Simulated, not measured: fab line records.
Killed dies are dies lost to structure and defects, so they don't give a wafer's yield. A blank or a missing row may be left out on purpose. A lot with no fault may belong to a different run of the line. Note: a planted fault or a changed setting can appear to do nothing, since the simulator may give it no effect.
Matching of chambers ; flow nand-harc ; ald-metal-02 running NHARC_A_BLC_ALD_23: 4 sister chambers
The step deposits TiN, target thk 3 nm, pulse time 1 s, ald cycles 150. 14 wafers are shown with their chamber, then 7 later ones without.

WAFERS PAIRED WITH THEIR CHAMBERS
wafer;chamber;heater-power-w (W);precursor-pulse-height-rel
L074.1;3;1017;1.009
L074.5;3;1048;0.990
L074.6;2;1169;1.027
L079.2;2;1161;0.981
L079.3;3;1056;1.006
L079.6;1;1159;0.975
L078.3;2;1156;1.031
L078.5;3;1051;0.975
L078.6;0;1013;1.007
L081.2;3;1073;1.032
L081.3;2;1158;0.980
L081.5;2;1143;0.943
L085.2;0;1001;0.977
L085.3;1;1143;0.996

SIGNATURES (averages over the wafers above)
reading;chamber 0;chamber 1;chamber 2;chamber 3;scatter within a chamber
heater-power-w;1007.00;1151.00;1157.40;1049.00;14.9
precursor-pulse-height-rel;0.99200;0.98550;0.99240;1.00240;0.0281
Rule: a wafer's distance from a chamber is the root of the sum, over the readings, of the square of ((its reading less the chamber's mean) divided by the reading's scatter). If the next closest chamber is less than 2 further off than the closest, the wafer can't be placed; otherwise it belongs to the closest. The scatter is the square root of a quotient: the sum, over the shown wafers, of each reading's squared deviation from its chamber's mean, divided by wafers minus chambers.

WAFERS MISSING THEIR CHAMBER
wafer;heater-power-w (W);precursor-pulse-height-rel
L085.6;1160;0.990
L086.3;1137;1.010
L086.4;1010;1.010
L086.5;1033;1.004
L094.1;1160;0.991
L094.4;1043;0.954
L094.6;1024;0.997

THE CHAMBER EACH PASSED THROUGH
wafer;from the rows above;in truth
L085.6;can't be placed: 2 or 1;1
L086.3;can't be placed: 1 or 2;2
L086.4;can't be placed: 0 or 3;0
L086.5;can't be placed: 3 or 0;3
L094.1;can't be placed: 2 or 1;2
L094.4;can't be placed: 3 or 0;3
L094.6;can't be placed: 0 or 3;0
0 of 7 placed correctly. Unplaceable from these rows: 7, with the true chamber sitting among the candidates in 7. Wrongly placed: 0.
